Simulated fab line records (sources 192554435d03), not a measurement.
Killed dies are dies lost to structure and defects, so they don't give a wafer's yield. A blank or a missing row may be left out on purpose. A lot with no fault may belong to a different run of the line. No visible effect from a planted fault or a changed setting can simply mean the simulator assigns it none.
Which tool was responsible? :: flow n5-finfet :: 72 wafers from 24 lots sampled at 3 of the route's 1938 steps

WHAT EACH GAUGE READ, for each wafer
N5_GATE_CUT_OVL_MEAS_14.
lot: L074
measured: day 4 12:26
on: overlay-01
GATE_CUT_OVL (nm): -0.4 -0.5 -0.4

lot: L075
measured: day 4 18:34
on: overlay-02
GATE_CUT_OVL (nm): 0.8 0.3 0.9

lot: L076
measured: day 4 21:52
on: overlay-01
GATE_CUT_OVL (nm): 0.8 1.1 0.1

lot: L077
measured: day 5 05:07
on: overlay-02
GATE_CUT_OVL (nm): 1.8 1.7 1.6

lot: L078
measured: day 5 11:25
on: overlay-01
GATE_CUT_OVL (nm): 0.2 0.5 1.0

lot: L079
measured: day 5 20:16
on: overlay-02
GATE_CUT_OVL (nm): 0.2 0.0 0.2

lot: L080
measured: day 6 04:40
on: overlay-01
GATE_CUT_OVL (nm): -0.6 0.7 0.9

lot: L081
measured: day 6 08:46
on: overlay-02
GATE_CUT_OVL (nm): -0.3 -0.2 0.0

lot: L082
measured: day 6 11:48
on: overlay-01
GATE_CUT_OVL (nm): 0.5 1.4 0.4

lot: L083
measured: day 6 17:26
on: overlay-01
GATE_CUT_OVL (nm): 0.1 0.3 -0.8

lot: L084
measured: day 7 01:47
on: overlay-02
GATE_CUT_OVL (nm): 0.5 0.5 1.0

lot: L085
measured: day 7 04:44
on: overlay-02
GATE_CUT_OVL (nm): 0.0 -0.5 -0.3

lot: L086
measured: day 7 12:47
on: overlay-01
GATE_CUT_OVL (nm): 0.1 0.4 -0.4

lot: L087
measured: day 7 18:44
on: overlay-01
GATE_CUT_OVL (nm): -1.6 -0.8 -1.0

lot: L088
measured: day 8 00:11
on: overlay-01
GATE_CUT_OVL (nm): -0.9 -0.7 -0.7

lot: L089
measured: day 8 06:34
on: overlay-02
GATE_CUT_OVL (nm): -0.9 -0.4 -0.6

lot: L090
measured: day 8 09:29
on: overlay-02
GATE_CUT_OVL (nm): 0.9 1.0 1.1

lot: L091
measured: day 8 16:17
on: overlay-02
GATE_CUT_OVL (nm): 0.6 0.1 0.6

lot: L092
measured: day 8 20:37
on: overlay-02
GATE_CUT_OVL (nm): 0.5 0.3 0.4

lot: L093
measured: day 9 04:47
on: overlay-01
GATE_CUT_OVL (nm): 0.5 -0.2 -0.3

lot: L094
measured: day 9 18:18
on: overlay-01
GATE_CUT_OVL (nm): 0.5 1.4 0.1

lot: L095
measured: day 9 18:43
on: overlay-02
GATE_CUT_OVL (nm): 0.6 0.1 0.5

lot: L096
measured: day 10 01:15
on: overlay-01
GATE_CUT_OVL (nm): -1.0 -1.0 -0.9

lot: L097
measured: day 10 08:23
on: overlay-01
GATE_CUT_OVL (nm): 0.9 0.9 0.6

N5_GATE_CUT_THK_MEAS_24.
lot: L074
measured: day 4 15:09
on: film-metro-02
GC_FILL_THK (nm): 219.4 218.1 219.8

lot: L075
measured: day 4 22:56
on: film-metro-01
GC_FILL_THK (nm): 219.4 221.9 220.2

lot: L076
measured: day 5 00:42
on: film-metro-02
GC_FILL_THK (nm): 218.1 218.3 221.8

lot: L077
measured: day 5 07:49
on: film-metro-01
GC_FILL_THK (nm): 221.2 220.7 220.1

lot: L078
measured: day 5 14:14
on: film-metro-02
GC_FILL_THK (nm): 220.3 224.2 221.4

lot: L079
measured: day 5 22:59
on: film-metro-02
GC_FILL_THK (nm): 219.4 219.9 220.2

lot: L080
measured: day 6 07:52
on: film-metro-02
GC_FILL_THK (nm): 221.4 219.8 219.9

lot: L081
measured: day 6 12:47
on: film-metro-01
GC_FILL_THK (nm): 221.9 217.4 222.3

lot: L082
measured: day 6 14:36
on: film-metro-01
GC_FILL_THK (nm): 217.6 219.9 217.4

lot: L083
measured: day 6 20:09
on: film-metro-01
GC_FILL_THK (nm): 217.3 214.4 221.8

lot: L084
measured: day 7 04:47
on: film-metro-02
GC_FILL_THK (nm): 220.3 219.2 216.9

lot: L085
measured: day 7 07:27
on: film-metro-01
GC_FILL_THK (nm): 217.1 221.4 220.7

lot: L086
measured: day 7 15:43
on: film-metro-01
GC_FILL_THK (nm): 217.7 218.2 219.3

lot: L087
measured: day 7 21:27
on: film-metro-01
GC_FILL_THK (nm): 216.1 218.1 219.9

lot: L088
measured: day 8 02:53
on: film-metro-02
GC_FILL_THK (nm): 218.6 217.1 220.8

lot: L089
measured: day 8 09:42
on: film-metro-02
GC_FILL_THK (nm): 219.0 216.6 216.8

lot: L090
measured: day 8 13:19
on: film-metro-01
GC_FILL_THK (nm): 218.4 216.7 219.4

lot: L091
measured: day 8 19:04
on: film-metro-02
GC_FILL_THK (nm): 220.0 217.8 221.6

lot: L092
measured: day 8 23:45
on: film-metro-01
GC_FILL_THK (nm): 221.0 220.3 220.4

lot: L093
measured: day 9 07:35
on: film-metro-02
GC_FILL_THK (nm): 217.3 218.6 222.5

lot: L094
measured: day 9 21:00
on: film-metro-02
GC_FILL_THK (nm): 219.6 222.0 221.7

lot: L095
measured: day 9 22:08
on: film-metro-02
GC_FILL_THK (nm): 221.2 218.9 219.7

lot: L096
measured: day 10 04:44
on: film-metro-02
GC_FILL_THK (nm): 217.5 218.7 217.7

lot: L097
measured: day 10 11:07
on: film-metro-02
GC_FILL_THK (nm): 218.4 218.2 220.4

EACH LOT AND THE TOOL THAT RAN IT (in order: tool; ch and the chambers of the sampled wafers; start)
lot: L074
N5_GATE_CUT_PECVD_57: pecvd-02 ch 0,1,2, day 4 11:32

lot: L075
N5_GATE_CUT_PECVD_57: pecvd-04 ch 0,1, day 4 17:37

lot: L076
N5_GATE_CUT_PECVD_57: pecvd-04 ch 0,2, day 4 21:05

lot: L077
N5_GATE_CUT_PECVD_57: pecvd-04 ch 1,2, day 5 04:20

lot: L078
N5_GATE_CUT_PECVD_57: pecvd-01 ch 1,2, day 5 10:25

lot: L079
N5_GATE_CUT_PECVD_57: pecvd-01 ch 1,2, day 5 19:19

lot: L080
N5_GATE_CUT_PECVD_57: pecvd-04 ch 0,1,2, day 6 03:46

lot: L081
N5_GATE_CUT_PECVD_57: pecvd-01 ch 1,2, day 6 07:40

lot: L082
N5_GATE_CUT_PECVD_57: pecvd-01 ch 0,1,2, day 6 11:02

lot: L083
N5_GATE_CUT_PECVD_57: pecvd-02 ch 0,1,2, day 6 16:40

lot: L084
N5_GATE_CUT_PECVD_57: pecvd-01 ch 1,2, day 7 00:52

lot: L085
N5_GATE_CUT_PECVD_57: pecvd-01 ch 0,1,2, day 7 03:58

lot: L086
N5_GATE_CUT_PECVD_57: pecvd-01 ch 0,1, day 7 11:53

lot: L087
N5_GATE_CUT_PECVD_57: pecvd-02 ch 0,1,2, day 7 17:48

lot: L088
N5_GATE_CUT_PECVD_57: pecvd-04 ch 0,1,2, day 7 23:17

lot: L089
N5_GATE_CUT_PECVD_57: pecvd-01 ch 0,1,2, day 8 05:47

lot: L090
N5_GATE_CUT_PECVD_57: pecvd-04 ch 1,2, day 8 08:34

lot: L091
N5_GATE_CUT_PECVD_57: pecvd-02 ch 1,2, day 8 15:31

lot: L092
N5_GATE_CUT_PECVD_57: pecvd-04 ch 0,1,2, day 8 19:43

lot: L093
N5_GATE_CUT_PECVD_57: pecvd-04 ch 0,2, day 9 04:01

lot: L094
N5_GATE_CUT_PECVD_57: pecvd-04 ch 0,2, day 9 17:22

lot: L095
N5_GATE_CUT_PECVD_57: pecvd-02 ch 0,1, day 9 17:48

lot: L096
N5_GATE_CUT_PECVD_57: pecvd-04 ch 1,2, day 10 00:28

lot: L097
N5_GATE_CUT_PECVD_57: pecvd-01 ch 0,1, day 10 07:28
- N5_GATE_CUT_PECVD_57: deposits SiNx from SiH4/NH3/N2, target thk 21 nm.

WHAT THE TOOLS THEMSELVES READ (means of the sampled wafers that have a number; where no wafer has one, the mark that the record gives instead)
N5_GATE_CUT_PECVD_57.
lot: L074
tool: pecvd-02
heater-power-w (W): 692
showerhead-plenum-p-Torr (Torr): 5.16
throttle-valve-pct (%): 41.2

lot: L075
tool: pecvd-04
heater-power-w (W): 834
showerhead-plenum-p-Torr (Torr): 5.11
throttle-valve-pct (%): 38.5

lot: L076
tool: pecvd-04
heater-power-w (W): 769
showerhead-plenum-p-Torr (Torr): 5.09
throttle-valve-pct (%): 38.9

lot: L077
tool: pecvd-04
heater-power-w (W): 645
showerhead-plenum-p-Torr (Torr): 5.09
throttle-valve-pct (%): 38.9

lot: L078
tool: pecvd-01
heater-power-w (W): 683
showerhead-plenum-p-Torr (Torr): 5.20
throttle-valve-pct (%): 44.5

lot: L079
tool: pecvd-01
heater-power-w (W): 746
showerhead-plenum-p-Torr (Torr): 5.20
throttle-valve-pct (%): 44.6

lot: L080
tool: pecvd-04
heater-power-w (W): 759
showerhead-plenum-p-Torr (Torr): 5.09
throttle-valve-pct (%): 38.9

lot: L081
tool: pecvd-01
heater-power-w (W): 742
showerhead-plenum-p-Torr (Torr): 5.19
throttle-valve-pct (%): 44.9

lot: L082
tool: pecvd-01
heater-power-w (W): 755
showerhead-plenum-p-Torr (Torr): 5.21
throttle-valve-pct (%): 42.6

lot: L083
tool: pecvd-02
heater-power-w (W): 747
showerhead-plenum-p-Torr (Torr): 5.15
throttle-valve-pct (%): 41.2

lot: L084
tool: pecvd-01
heater-power-w (W): 695
showerhead-plenum-p-Torr (Torr): 5.21
throttle-valve-pct (%): 44.6

lot: L085
tool: pecvd-01
heater-power-w (W): 736
showerhead-plenum-p-Torr (Torr): 5.22
throttle-valve-pct (%): 42.8

lot: L086
tool: pecvd-01
heater-power-w (W): 817
showerhead-plenum-p-Torr (Torr): 5.24
throttle-valve-pct (%): 40.7

lot: L087
tool: pecvd-02
heater-power-w (W): 737
showerhead-plenum-p-Torr (Torr): 5.17
throttle-valve-pct (%): 41.4

lot: L088
tool: pecvd-04
heater-power-w (W): 707
showerhead-plenum-p-Torr (Torr): 5.09
throttle-valve-pct (%): 39.3

lot: L089
tool: pecvd-01
heater-power-w (W): 763
showerhead-plenum-p-Torr (Torr): 5.22
throttle-valve-pct (%): 42.6

lot: L090
tool: pecvd-04
heater-power-w (W): 642
showerhead-plenum-p-Torr (Torr): 5.07
throttle-valve-pct (%): 40.1

lot: L091
tool: pecvd-02
heater-power-w (W): 653
showerhead-plenum-p-Torr (Torr): 5.15
throttle-valve-pct (%): 39.5

lot: L092
tool: pecvd-04
heater-power-w (W): 708
showerhead-plenum-p-Torr (Torr): 5.08
throttle-valve-pct (%): 39.3

lot: L093
tool: pecvd-04
heater-power-w (W): 644
showerhead-plenum-p-Torr (Torr): 5.07
throttle-valve-pct (%): 40.1

lot: L094
tool: pecvd-04
heater-power-w (W): 753
showerhead-plenum-p-Torr (Torr): 5.09
throttle-valve-pct (%): 39.4

lot: L095
tool: pecvd-02
heater-power-w (W): 757
showerhead-plenum-p-Torr (Torr): 5.18
throttle-valve-pct (%): 41.2

lot: L096
tool: pecvd-04
heater-power-w (W): 694
showerhead-plenum-p-Torr (Torr): 5.07
throttle-valve-pct (%): 40.2

lot: L097
tool: pecvd-01
heater-power-w (W): 786
showerhead-plenum-p-Torr (Torr): 5.22
throttle-valve-pct (%): 42.6

THE ANSWER, worked out from the rows above alone
Rule: the lots themselves supply what counts as usual. Put in order of their means at a reading, lots are off if they are a third of the lots or fewer, leave a main group of 4 or more, and stand apart from it by a gap of 3 or more times the standard deviation of the main group's means; of several such gaps the widest counts. A main group is skipped when, at the precision printed for the reading in the tables above, its means are all equal. A lot without any number at a reading at which 4 lots or more have one is off too. All remaining lots with rows at the step are treated as sound. First the gauges in route order, then the tools' own readings, where a lot's mean is used as printed above. The first step at which some lot is off is used, and at that step the reading that is off furthest; a lot without a number counts as furthest.
No lot is off on any of the readings shown, so nothing can be concluded from this.

WHAT WAS PUT IN BY THE SIMULATOR
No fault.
